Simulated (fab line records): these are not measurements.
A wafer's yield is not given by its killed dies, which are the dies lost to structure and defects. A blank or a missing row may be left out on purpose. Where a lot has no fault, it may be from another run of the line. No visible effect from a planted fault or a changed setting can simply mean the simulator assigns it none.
Chamber matching | flow nandHarc | pecvd-02 running NHARC_A_STAIRCASE_DEP_301: 3 sister chambers
The step deposits SiON, target thk 30 nm. 6 wafers are shown with their chamber, then 8 later ones without.

WAFERS PAIRED WITH THEIR CHAMBERS
wafer  | chamber | heaterPowerW (W)
L079.4 | 1       | 867
L082.4 | 0       | 707
L082.6 | 1       | 872
L086.1 | 0       | 740
L086.5 | 2       | 701
L090.2 | 2       | 678

WAFERS MISSING THEIR CHAMBER
wafer  | heaterPowerW (W)
L090.4 | 765
L090.5 | 672
L095.1 | 760
L095.3 | 671
L095.6 | 711
L096.1 | 651
L096.4 | 669
L096.5 | 649

THE CHAMBER EACH PASSED THROUGH
wafer  | from the rows above     | in truth
L090.4 | 0                       | 0
L090.5 | 2                       | 2
L095.1 | 0                       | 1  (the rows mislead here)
L095.3 | 2                       | 2
L095.6 | can't be placed: 0 or 2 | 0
L096.1 | 2                       | 2
L096.4 | 2                       | 2
L096.5 | 2                       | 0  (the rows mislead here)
Placed correctly: 5 of 8. Not placeable from these rows: 1 (in 1, the candidates include the true chamber). Number placed wrongly: 2.
How it was worked out, from the rows above alone: a wafer's distance from a chamber is the root of the sum, over the readings, of the square of ((its reading less the chamber's mean) divided by the reading's scatter). If the next closest chamber is less than 2 further off than the closest, the wafer can't be placed; otherwise it belongs to the closest. The mean given for a chamber averages the wafers shown for that chamber. How the scatter is found: for the shown wafers, subtract from each reading the mean of its chamber, square and add these, divide the total by (wafers less chambers), then take the root.
